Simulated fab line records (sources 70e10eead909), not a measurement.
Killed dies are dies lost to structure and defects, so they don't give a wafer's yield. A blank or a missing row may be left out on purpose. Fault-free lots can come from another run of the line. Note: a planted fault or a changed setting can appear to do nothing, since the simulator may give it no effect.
Which tool did it?    flow nand_harc    24 lots, 72 wafers sampled, at 6 steps of a route of 1302

WHAT THE GAUGES SHOWED, per wafer
The record holds no reading of a measuring or inspecting step that can be judged against a usual standard deviation.

WHAT TOOL EACH LOT RAN ON (gives the tool, then ch and the chambers of the sampled wafers, and finally the start)
lot   NHARC_A_STAIRCASE_HM_OPEN_460                  NHARC_A_STAIRCASE_HM_DEP_462   NHARC_A_STAIRCASE_STRIP_316                    NHARC_A_STAIRCASE_DEP_417        NHARC_A_STAIRCASE_DEP_322        NHARC_A_STAIRCASE_DEP_325
L074  rie_diel-01 ch 0,1,3, day 17 13:03 or earlier  acl_dep-01 ch 0, day 17 13:03  rie_diel-01 ch 0,1,3, day 17 20:04 or earlier  pecvd-02 ch 1,2, day 17 20:04    pecvd-01 ch 0,1, day 18 18:17    pecvd-02 ch 1,2, day 19 04:02
L076  rie_diel-01 ch 0,1,3, day 17 22:46 or earlier  acl_dep-02 ch 0, day 17 22:46  rie_diel-13 ch 0,2,3, day 18 06:20 or earlier  pecvd-01 ch 1,2, day 18 06:20    pecvd-01 ch 0,2, day 19 02:05    pecvd-01 ch 0,1, day 19 11:02
L077  rie_diel-13 ch 0,1,2, day 17 23:32 or earlier  acl_dep-03 ch 0, day 17 23:32  rie_diel-13 ch 2,3, day 18 06:42 or earlier    pecvd-03 ch 0,1,2, day 18 06:42  pecvd-02 ch 0,1,2, day 19 02:26  pecvd-02 ch 0,1,2, day 19 11:09
L075  rie_diel-01 ch 0,1,2, day 18 00:50 or earlier  acl_dep-01 ch 0, day 18 00:50  rie_diel-06 ch 2,3, day 18 07:13 or earlier    pecvd-03 ch 0,1,2, day 18 07:13  pecvd-03 ch 0,1,2, day 19 02:04  pecvd-03 ch 0,1,2, day 19 10:52
L078  rie_diel-13 ch 1,2,3, day 18 10:03 or earlier  acl_dep-03 ch 0, day 18 10:03  rie_diel-01 ch 1,2,3, day 18 17:41 or earlier  pecvd-02 ch 0,1,2, day 18 17:41  pecvd-01 ch 0,1,2, day 19 13:47  pecvd-02 ch 0,1,2, day 20 01:08
L079  rie_diel-13 ch 1,2,3, day 18 18:32 or earlier  acl_dep-01 ch 0, day 18 18:32  rie_diel-06 ch 0,2,3, day 19 01:25 or earlier  pecvd-03 ch 0,2, day 19 01:25    pecvd-01 ch 0,1,2, day 19 20:00  pecvd-03 ch 0,2, day 20 01:22
L080  rie_diel-01 ch 1,2, day 19 08:17 or earlier    acl_dep-03 ch 0, day 19 08:17  rie_diel-13 ch 1,3, day 19 14:49 or earlier    pecvd-03 ch 1,2, day 19 14:49    pecvd-02 ch 0,1, day 20 10:17    pecvd-01 ch 0,2, day 20 20:54
L081  rie_diel-06 ch 0,1,3, day 19 13:35 or earlier  acl_dep-03 ch 0, day 19 13:35  rie_diel-01 ch 1,2,3, day 19 21:56 or earlier  pecvd-02 ch 0,2, day 19 21:56    pecvd-03 ch 1,2, day 20 18:48    pecvd-03 ch 0,1, day 21 05:37
L082  rie_diel-06 ch 0,2,3, day 19 23:28 or earlier  acl_dep-03 ch 0, day 19 23:28  rie_diel-13 ch 0,2,3, day 20 08:12 or earlier  pecvd-03 ch 0,1, day 20 08:12    pecvd-01 ch 0,1,2, day 21 05:28  pecvd-03 ch 0,1, day 21 16:15
L083  rie_diel-01 ch 1,3, day 20 06:32 or earlier    acl_dep-01 ch 0, day 20 06:32  rie_diel-01 ch 0,2, day 20 14:37 or earlier    pecvd-01 ch 0,1,2, day 20 14:37  pecvd-01 ch 0,2, day 21 11:22    pecvd-02 ch 0,1,2, day 21 16:44
L084  rie_diel-13 ch 0,1,3, day 21 05:56 or earlier  acl_dep-01 ch 0, day 21 05:56  rie_diel-13 ch 0,2,3, day 21 17:09 or earlier  pecvd-03 ch 1,2, day 21 17:09    pecvd-02 ch 1,2, day 22 14:27    pecvd-02 ch 0,1,2, day 23 00:23
L085  rie_diel-01 ch 1,2, day 21 10:07 or earlier    acl_dep-01 ch 0, day 21 10:07  rie_diel-13 ch 0,2,3, day 21 17:13 or earlier  pecvd-02 ch 1,2, day 21 17:13    pecvd-03 ch 0,1,2, day 22 14:27  pecvd-03 ch 0,1, day 23 00:28
L086  rie_diel-01 ch 0,1,3, day 21 19:09 or earlier  acl_dep-03 ch 0, day 21 19:09  rie_diel-01 ch 1,3, day 22 01:31 or earlier    pecvd-02 ch 1,2, day 22 01:31    pecvd-02 ch 0,1,2, day 22 21:13  pecvd-03 ch 1,2, day 23 05:04
L087  rie_diel-06 ch 0,1,2, day 21 23:32 or earlier  acl_dep-01 ch 0, day 21 23:32  rie_diel-06 ch 1,3, day 22 06:07 or earlier    pecvd-02 ch 0,2, day 22 06:07    pecvd-01 ch 0,2, day 23 03:20    pecvd-01 ch 0,1,2, day 23 11:23
L088  rie_diel-01 ch 0,3, day 22 18:43 or earlier    acl_dep-01 ch 0, day 22 18:43  rie_diel-01 ch 2,3, day 23 02:31 or earlier    pecvd-02 ch 0,1, day 23 02:31    pecvd-02 ch 0,2, day 23 21:32    pecvd-01 ch 0,1, day 24 04:50
L089  rie_diel-06 ch 0,1,2, day 23 03:55 or earlier  acl_dep-01 ch 0, day 23 03:55  rie_diel-01 ch 1,3, day 23 11:00 or earlier    pecvd-03 ch 1,2, day 23 11:00    pecvd-02 ch 0,1,2, day 24 06:01  pecvd-03 ch 0,1, day 24 16:40
L090  rie_diel-01 ch 0,1,2, day 23 13:22 or earlier  acl_dep-03 ch 0, day 23 13:22  rie_diel-01 ch 0,2,3, day 23 20:25 or earlier  pecvd-02 ch 0,2, day 23 20:25    pecvd-01 ch 0,1, day 24 17:28    pecvd-03 ch 0,1, day 25 03:08
L091  rie_diel-01 ch 0,1,2, day 23 17:06 or earlier  acl_dep-03 ch 0, day 23 17:06  rie_diel-01 ch 0,1,2, day 24 02:24 or earlier  pecvd-02 ch 0,1,2, day 24 02:24  pecvd-02 ch 0,2, day 24 17:39    pecvd-01 ch 0,2, day 25 03:09
L093  rie_diel-13 ch 1,2,3, day 24 19:34 or earlier  acl_dep-03 ch 0, day 24 19:34  rie_diel-13 ch 1,2, day 25 01:46 or earlier    pecvd-02 ch 0,1,2, day 25 01:46  pecvd-03 ch 0,1,2, day 25 21:12  pecvd-01 ch 0,1,2, day 26 04:47
L092  rie_diel-13 ch 1,2, day 24 22:22 or earlier    acl_dep-01 ch 0, day 24 22:22  rie_diel-01 ch 1,2, day 25 07:28 or earlier    pecvd-03 ch 0,1,2, day 25 07:28  pecvd-03 ch 0,1,2, day 26 01:48  pecvd-01 ch 0,1,2, day 26 10:47
L094  rie_diel-13 ch 0,1,2, day 25 16:17 or earlier  acl_dep-03 ch 0, day 25 16:17  rie_diel-01 ch 1,2,3, day 25 23:14 or earlier  pecvd-03 ch 0,2, day 25 23:14    pecvd-03 ch 1,2, day 27 20:44    pecvd-03 ch 0,1,2, day 28 04:46
L096  rie_diel-01 ch 1,2, day 26 04:52 or earlier    acl_dep-02 ch 0, day 26 04:52  rie_diel-13 ch 1,2,3, day 26 08:27             pecvd-03 ch 0,1, day 26 11:29    pecvd-03 ch 1,2, day 27 20:09    pecvd-03 ch 0,2, day 28 04:11
L095  rie_diel-06 ch 0,1,2, day 26 08:53 or earlier  acl_dep-03 ch 0, day 26 08:53  rie_diel-06 ch 2,3, day 26 15:37 or earlier    pecvd-02 ch 0,1, day 26 15:37    pecvd-02 ch 1,2, day 27 20:17    pecvd-01 ch 0,1,2, day 28 04:25
L097  rie_diel-06 ch 1,2, day 26 17:29 or earlier    acl_dep-01 ch 0, day 26 17:29  rie_diel-01 ch 0,1, day 27 00:26 or earlier    pecvd-01 ch 0,2, day 27 00:26    pecvd-01 ch 0,1,2, day 27 20:22  pecvd-02 ch 0,1, day 28 04:11
- NHARC_A_STAIRCASE_HM_OPEN_460: chemistry O2/COS.
- NHARC_A_STAIRCASE_HM_DEP_462: deposits aC, target thk 800 nm.
- NHARC_A_STAIRCASE_STRIP_316: strips in O2.
- NHARC_A_STAIRCASE_DEP_417: deposits Si3N4, target thk 60 nm.
- NHARC_A_STAIRCASE_DEP_322: deposits SiO2, target thk 7200 nm.
- NHARC_A_STAIRCASE_DEP_325: deposits SiO2, target thk 7200 nm.

AS READ BY THE TOOLS THEMSELVES (means over the sampled wafers that have a number; for cases with no such wafer, the mark the record gives instead)
NHARC_A_STAIRCASE_HM_OPEN_460.
lot   tool         drypump_motor_current_A (A)  mfc_ar_sccm (sccm)  oes_product_au (a.u.)  rf_fwd_power_W (W)  rf_vpp_V (V)  showerhead_plenum_p_Torr (Torr)  throttle_valve_pct (%)
L074  rie_diel-01  5.8                          0.017               1.006                  497.9               466           3.09                             28.332
L076  rie_diel-01  5.9                          0.017               1.001                  499.2               466           3.09                             28.334
L077  rie_diel-13  5.8                          0.003               1.003                  498.0               469           3.20                             28.332
L075  rie_diel-01  5.6                          0.013               1.004                  498.8               469           3.18                             28.328
L078  rie_diel-13  6.0                          0.004               1.000                  498.2               468           3.15                             28.331
L079  rie_diel-13  6.0                          0.004               1.007                  497.8               467           3.15                             28.328
L080  rie_diel-01  5.7                          0.000               0.999                  500.0               469           3.17                             28.332
L081  rie_diel-06  5.9                          0.022               1.015                  498.5               465           3.04                             28.336
L082  rie_diel-06  5.7                          0.014               1.009                  499.7               466           3.06                             28.326
L083  rie_diel-01  6.2                          0.009               0.993                  498.2               464           2.97                             28.327
L084  rie_diel-13  5.7                          0.008               0.997                  498.1               469           3.19                             28.325
L085  rie_diel-01  5.7                          0.000               1.000                  497.5               468           3.16                             28.318
L086  rie_diel-01  5.9                          0.017               1.001                  498.5               467           3.08                             28.335
L087  rie_diel-06  5.9                          0.019               1.007                  499.8               469           3.18                             28.331
L088  rie_diel-01  6.2                          0.022               0.999                  499.4               466           3.10                             28.345
L089  rie_diel-06  5.9                          0.019               1.009                  500.8               469           3.18                             28.327
L090  rie_diel-01  5.6                          0.013               0.994                  499.6               467           3.16                             28.327
L091  rie_diel-01  5.6                          0.013               0.998                  499.2               468           3.16                             28.330
L093  rie_diel-13  6.0                          0.004               0.999                  499.5               467           3.12                             28.329
L092  rie_diel-13  6.0                          0.000               1.006                  497.3               467           3.12                             28.331
L094  rie_diel-13  5.8                          0.003               1.002                  498.3               468           3.17                             28.332
L096  rie_diel-01  5.7                          0.000               1.001                  498.9               472           3.33                             28.321
L095  rie_diel-06  5.9                          0.019               1.002                  500.2               469           3.16                             28.328
L097  rie_diel-06  5.8                          0.015               1.002                  498.4               469           3.22                             28.323

NHARC_A_STAIRCASE_HM_DEP_462.
lot   tool        throttle_valve_pct (%)
L074  acl_dep-01  34.999
L076  acl_dep-02  34.998
L077  acl_dep-03  35.004
L075  acl_dep-01  34.992
L078  acl_dep-03  34.997
L079  acl_dep-01  35.007
L080  acl_dep-03  34.996
L081  acl_dep-03  35.006
L082  acl_dep-03  35.003
L083  acl_dep-01  35.003
L084  acl_dep-01  35.005
L085  acl_dep-01  34.999
L086  acl_dep-03  35.000
L087  acl_dep-01  35.006
L088  acl_dep-01  35.005
L089  acl_dep-01  34.994
L090  acl_dep-03  35.004
L091  acl_dep-03  35.000
L093  acl_dep-03  34.998
L092  acl_dep-01  35.000
L094  acl_dep-03  34.997
L096  acl_dep-02  34.996
L095  acl_dep-03  34.996
L097  acl_dep-01  34.995

NHARC_A_STAIRCASE_STRIP_316.
lot   tool         drypump_motor_current_A (A)  mfc_ar_sccm (sccm)  oes_product_au (a.u.)  rf_vpp_V (V)  showerhead_plenum_p_Torr (Torr)  throttle_valve_pct (%)
L074  rie_diel-01  5.9                          0.017               1.005                  57.3          3.49                             17.030
L076  rie_diel-13  6.0                          0.008               1.003                  57.3          3.68                             17.028
L077  rie_diel-13  6.3                          0.004               1.001                  57.2          3.63                             17.042
L075  rie_diel-06  5.3                          0.002               1.016                  57.2          3.38                             17.044
L078  rie_diel-01  6.0                          0.004               0.995                  57.6          3.47                             17.040
L079  rie_diel-06  5.7                          0.014               1.007                  58.2          3.47                             17.032
L080  rie_diel-13  6.1                          0.009               1.009                  58.6          3.56                             17.041
L081  rie_diel-01  6.0                          0.004               1.000                  58.2          3.47                             17.034
L082  rie_diel-13  6.0                          0.008               1.001                  57.9          3.68                             17.039
L083  rie_diel-01  5.5                          0.026               0.997                  58.7          3.74                             17.034
L084  rie_diel-13  6.0                          0.008               1.009                  58.7          3.67                             17.034
L085  rie_diel-13  6.0                          0.008               1.001                  58.3          3.67                             17.035
L086  rie_diel-01  5.9                          0.004               0.999                  57.1          3.32                             17.040
L087  rie_diel-06  5.6                          0.012               1.011                  58.8          3.52                             17.039
L088  rie_diel-01  6.0                          0.004               1.002                  57.2          3.59                             17.017
L089  rie_diel-01  5.9                          0.004               1.001                  56.9          3.32                             17.038
L090  rie_diel-01  5.9                          0.017               1.002                  57.9          3.61                             17.030
L091  rie_diel-01  5.6                          0.013               0.994                  57.1          3.57                             17.048
L093  rie_diel-13  5.8                          0.000               1.002                  56.8          3.45                             17.041
L092  rie_diel-01  5.7                          0.000               1.003                  57.3          3.73                             17.035
L094  rie_diel-01  6.0                          0.004               1.003                  57.6          3.62                             17.037
L096  rie_diel-13  6.0                          0.004               1.002                  59.0          3.53                             17.034
L095  rie_diel-06  5.3                          0.002               1.009                  57.5          3.35                             17.031
L097  rie_diel-01  5.6                          0.013               0.990                  58.7          3.78                             17.033

NHARC_A_STAIRCASE_DEP_417.
lot   tool      heater_power_w (W)  rf_fwd_power_W (W)
L074  pecvd-02  734                 449.0
L076  pecvd-01  804                 450.4
L077  pecvd-03  679                 449.1
L075  pecvd-03  724                 449.5
L078  pecvd-02  739                 449.6
L079  pecvd-03  727                 449.3
L080  pecvd-03  756                 450.1
L081  pecvd-02  780                 448.4
L082  pecvd-03  726                 450.6
L083  pecvd-01  773                 449.7
L084  pecvd-03  670                 449.2
L085  pecvd-02  659                 450.4
L086  pecvd-02  680                 449.4
L087  pecvd-02  697                 449.2
L088  pecvd-02  762                 449.2
L089  pecvd-03  740                 449.2
L090  pecvd-02  713                 448.7
L091  pecvd-02  742                 448.6
L093  pecvd-02  733                 448.2
L092  pecvd-03  768                 448.5
L094  pecvd-03  699                 449.9
L096  pecvd-03  708                 449.0
L095  pecvd-02  739                 450.2
L097  pecvd-01  703                 449.8

NHARC_A_STAIRCASE_DEP_322.
lot   tool      heater_power_w (W)  rf_fwd_power_W (W)
L074  pecvd-01  726                 498.3
L076  pecvd-01  681                 498.9
L077  pecvd-02  606                 500.4
L075  pecvd-03  646                 499.9
L078  pecvd-01  699                 498.9
L079  pecvd-01  711                 500.2
L080  pecvd-02  628                 499.2
L081  pecvd-03  695                 501.7
L082  pecvd-01  695                 499.4
L083  pecvd-01  670                 498.1
L084  pecvd-02  606                 499.2
L085  pecvd-03  684                 499.5
L086  pecvd-02  605                 499.6
L087  pecvd-01  667                 498.9
L088  pecvd-02  666                 499.1
L089  pecvd-02  675                 498.4
L090  pecvd-01  748                 501.6
L091  pecvd-02  645                 499.1
L093  pecvd-03  625                 499.3
L092  pecvd-03  625                 500.5
L094  pecvd-03  733                 499.6
L096  pecvd-03  733                 500.5
L095  pecvd-02  642                 499.1
L097  pecvd-01  688                 501.2

NHARC_A_STAIRCASE_DEP_325.
lot   tool      heater_power_w (W)  rf_fwd_power_W (W)
L074  pecvd-02  626                 501.7
L076  pecvd-01  715                 499.6
L077  pecvd-02  605                 498.1
L075  pecvd-03  643                 500.0
L078  pecvd-02  726                 498.4
L079  pecvd-03  665                 500.2
L080  pecvd-01  716                 498.6
L081  pecvd-03  650                 499.9
L082  pecvd-03  647                 500.1
L083  pecvd-02  650                 499.7
L084  pecvd-02  620                 499.0
L085  pecvd-03  628                 498.3
L086  pecvd-03  651                 498.8
L087  pecvd-01  687                 501.2
L088  pecvd-01  709                 500.2
L089  pecvd-03  636                 498.1
L090  pecvd-03  673                 500.3
L091  pecvd-01  663                 499.0
L093  pecvd-01  645                 500.0
L092  pecvd-01  657                 500.4
L094  pecvd-03  653                 499.7
L096  pecvd-03  718                 498.6
L095  pecvd-01  716                 500.9
L097  pecvd-02  651                 498.2

THE ANSWER, worked out from the rows above alone
Rule: usual is defined by the lots themselves. Put in order of their means at a reading, lots are off if they are a third of the lots or fewer, leave a main group of 4 or more, and stand apart from it by a gap of 3 or more times the standard deviation of the main group's means; of several such gaps the widest counts. If all means in a main group match to the digits the tables above print for the reading, that group is not used. A lot without any number at a reading at which 4 lots or more have one is off too. All remaining lots with rows at the step are treated as sound. First the gauges in route order, then the tools' own readings, where a lot's mean is used as printed above. The first step at which some lot is off is used, and at that step the reading that is off furthest; a lot without a number counts as furthest.
No lot is off on any of the readings shown, so nothing can be concluded from this.

WHAT WAS PUT IN BY THE SIMULATOR
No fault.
